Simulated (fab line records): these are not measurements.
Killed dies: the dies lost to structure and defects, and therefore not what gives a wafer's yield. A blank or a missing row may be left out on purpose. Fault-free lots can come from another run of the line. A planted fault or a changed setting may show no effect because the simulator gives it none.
What tool caused it? | flow nand_harc | 7 lots, 21 wafers sampled, at 2 steps of a route of 1159

## WHAT THE GAUGES READ, wafer by wafer
NHARC_P_M2_CD_MEAS_16.
lot  | measured     | on        | cd_nm (nm)
L730 | day 6 14:11  | cd_sem-01 | 168.7 168.7 169.6
L734 | day 7 19:04  | cd_sem-03 | 171.4 171.0 170.5
L736 | day 8 04:11  | cd_sem-02 | 168.4 168.6 169.3
L738 | day 9 11:28  | cd_sem-02 | 171.1 170.6 169.6
L740 | day 9 13:41  | cd_sem-01 | 170.6 169.0 170.8
L749 | day 11 13:08 | cd_sem-03 | 168.5 170.3 169.4
L750 | day 11 16:53 | cd_sem-01 | 170.0 169.6 168.1

## WHAT TOOL EACH LOT RAN ON (gives the tool, then ch and the chambers of the sampled wafers, and finally the start)
lot  | NHARC_P_M2_ETCH_15
L730 | rie_diel-07 ch 0,1,2, day 6 14:11 or earlier
L734 | rie_diel-10 ch 1,3, day 7 19:04 or earlier
L736 | rie_diel-10 ch 0,2, day 8 04:11 or earlier
L738 | rie_diel-10 ch 0,2,3, day 9 11:28 or earlier
L740 | rie_diel-07 ch 0,2,3, day 9 13:41 or earlier
L749 | rie_diel-10 ch 0,1, day 11 13:08 or earlier
L750 | rie_diel-05 ch 1,2,3, day 11 16:53 or earlier
- NHARC_P_M2_ETCH_15: etches the open film in C4F8/Ar, target depth 182.5 nm, time 91.2 s.

## THE ANSWER, worked out from the rows above alone
Rule: the lots themselves supply what counts as usual. Put in order of their means at a reading, lots are off if they are a third of the lots or fewer, leave a main group of 4 or more, and stand apart from it by a gap of 3 or more times the standard deviation of the main group's means; of several such gaps the widest counts. A main group whose means are all the same, to the digits that the tables above print for the reading, isn't used. Also off: a lot with no number at a reading for which 4 or more lots have one. The other lots that the step has rows for count as sound.
Nothing can be told from this: no lot is off at any reading shown.

## WHAT HAD BEEN PUT IN BY THE SIMULATOR
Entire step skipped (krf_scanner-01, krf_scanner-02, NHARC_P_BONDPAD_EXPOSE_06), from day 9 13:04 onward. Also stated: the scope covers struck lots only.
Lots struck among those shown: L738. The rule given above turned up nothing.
